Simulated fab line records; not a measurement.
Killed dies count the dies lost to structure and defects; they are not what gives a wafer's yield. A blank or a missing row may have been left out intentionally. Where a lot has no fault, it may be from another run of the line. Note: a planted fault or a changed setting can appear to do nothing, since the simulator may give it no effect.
Split-lot trial ; flow n5Finfet ; 7 lots, 21 wafers read, on a route of 1938 steps

== ABOUT THE SPLIT ==
At N5_FIN_SAQP_ETCH_65 (etches SiO2 in CF4, target depth 4 nm, time 4.4 s), the setting timeS was moved away from the recipe's 4.4 s on 8 of the 21 wafers read, by -15.9% to +21.7%. All remaining wafers had this setting at the recipe value.

The split's own step is where the reading is taken.

== THE READING ==
etch.depthNm (the simulator's own value, which no gauge read), in nm, at N5_FIN_SAQP_ETCH_65 (etches SiO2 in CF4, target depth 4 nm, time 4.4 s). No usual value for it is given in the file. The 13 wafers here that ran the recipe average 3.925 nm, standard deviation 0.061 nm.

wafer;tool, chamber at the split;timeS as run, s;against the recipe;etch.depthNm, nm;against lot-mates on the recipe
L076.3;rieSi-06, 0;4.4;recipe;3.906;-
L076.4;rieSi-06, 1;4.4;recipe;3.862;-
L076.5;rieSi-06, 2;4.4;recipe;3.979;-
L079.1;rieSi-04, 0;4.4;recipe;3.918;-
L079.5;rieSi-04, 1;4.4;recipe;4.021;-
L079.6;rieSi-04, 0;5.166;+17.4%;4.597;+0.628
L085.1;rieSi-05, 2;3.701;-15.9%;3.244;-0.565
L085.3;rieSi-05, 0;3.701;-15.9%;3.268;-0.541
L085.5;rieSi-05, 2;4.4;recipe;3.809;-
L086.1;rieSi-06, 1;4.051;-7.9%;3.672;-0.246
L086.2;rieSi-06, 2;4.051;-7.9%;3.674;-0.244
L086.3;rieSi-06, 0;4.4;recipe;3.918;-
L087.3;rieSi-06, 2;4.4;recipe;4.031;-
L087.4;rieSi-06, 1;4.4;recipe;3.901;-
L087.5;rieSi-06, 0;4.4;recipe;3.905;-
L088.3;rieSi-06, 0;4.4;recipe;3.891;-
L088.4;rieSi-06, 3;4.4;recipe;3.899;-
L088.5;rieSi-06, 3;3.898;-11.4%;3.438;-0.457
L089.1;rieSi-05, 2;5.354;+21.7%;4.673;+0.684
L089.4;rieSi-05, 1;4.4;recipe;3.989;-
L089.5;rieSi-05, 1;5.354;+21.7%;4.849;+0.860

FIT RESULTS
A straight line over all 21 wafers: etch.depthNm changes by +0.0393 nm for each +1% of timeS; r = +0.99; the points scatter about the line by 0.064 nm.
The same after taking each lot's own level away (the mean of its wafers on the recipe; 21 wafers): +0.0355 nm for each +1%; r = +0.99; scatter 0.048 nm.
That fit puts the effect of the largest move of timeS on the reading at 0.77 nm.
From 3.8090 to 3.9890 nm: that is the span of the lots' own levels, equal to 3.0 times the standard deviation above.
So the lot-to-lot level changes the slope: the two fits differ.
Check: with one of the wafers moved furthest among these (+21.7%) left out of the fit, the line predicts +0.806 nm for it against its lot-mates. It came out at +0.684 nm against them.

== OTHER SPLITS ON THESE WAFERS ==
Before the reading, these wafers also passed through other splits. Each is held against what the fit with the lots' levels taken away leaves over:
other split on the same wafers;wafers away from the commonest value;r with etch.depthNm (lot level and that fit taken away)
N5_WELL_APT_EXPOSE_22 doseMj;5;+0.07
N5_WELL_APT_PEB_23 pebTempC;6;+0.08
N5_FIN_SAQP_SPACER1_ALD_24 tempC;7;+0.16

== THE FILE'S OWN FIT ==
etch.depthNm changes by +0.0358 nm for each +1% of timeS, r = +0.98.
